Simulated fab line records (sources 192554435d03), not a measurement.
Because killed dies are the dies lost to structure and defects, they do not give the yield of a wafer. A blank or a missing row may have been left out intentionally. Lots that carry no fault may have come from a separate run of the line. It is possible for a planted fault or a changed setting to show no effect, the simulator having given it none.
Chamber matching -- flow n5_finfet -- N5_STI_FIN_REVEAL_ALD_00 on ald_sin-03: 4 sister chambers
The step deposits SiO2, target thk 1 nm, pulse time 1 s. 18 wafers are shown with their chamber, then 9 later ones without.

EACH WAFER AND ITS CHAMBER
wafer,chamber,heater_power_w (W),precursor_pulse_height_rel
L075.3,0,576,1.018
L075.5,1,509,1.008
L075.6,0,582,1.036
L077.2,1,504,1.004
L077.5,1,492,1.003
L077.6,2,502,1.015
L082.1,0,578,0.989
L082.2,1,520,0.986
L082.4,2,515,0.959
L083.4,2,504,0.953
L083.5,3,506,1.005
L083.6,0,581,1.021
L084.3,1,508,0.989
L084.4,2,515,0.938
L084.5,0,572,1.026
L086.1,3,518,1.013
L086.2,0,571,1.009
L086.4,2,514,0.987

SIGNATURES (means of the wafers above)
reading,chamber 0,chamber 1,chamber 2,chamber 3,scatter within a chamber
heater_power_w,576.67,506.60,510.00,512.00,7.31
precursor_pulse_height_rel,1.01650,0.99800,0.97040,1.00900,0.0198
Rule: for a wafer and a chamber, the distance is found by dividing, reading by reading, the gap between the wafer's reading and the chamber's mean by the reading's scatter, squaring, summing and taking the root. The wafer belongs to the nearest chamber; if the next one is less than 2 further off, it can't be placed. The scatter is the square root of a quotient: the sum, over the shown wafers, of each reading's squared deviation from its chamber's mean, divided by wafers minus chambers.

WAFERS MISSING THEIR CHAMBER
wafer,heater_power_w (W),precursor_pulse_height_rel
L089.1,572,1.005
L089.4,522,1.024
L089.6,505,1.014
L094.2,486,1.010
L094.3,592,0.997
L094.5,505,1.009
L096.2,594,0.989
L096.3,507,0.959
L096.4,517,0.990

THE CHAMBER EACH PASSED THROUGH
wafer,from the rows above,in truth
L089.1,0,0
L089.4,can't be placed: 3 or 1 or 2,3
L089.6,can't be placed: 1 or 3 or 2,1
L094.2,can't be placed: 1 or 3 or 2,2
L094.3,0,0
L094.5,can't be placed: 1 or 3 or 2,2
L096.2,0,0
L096.3,can't be placed: 2 or 1 or 3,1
L096.4,can't be placed: 3 or 2 or 1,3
Correctly placed: 3 of 9. Cannot be placed on the basis of these rows: 6; the candidates contain the true chamber in 6. Placed wrongly: 0.
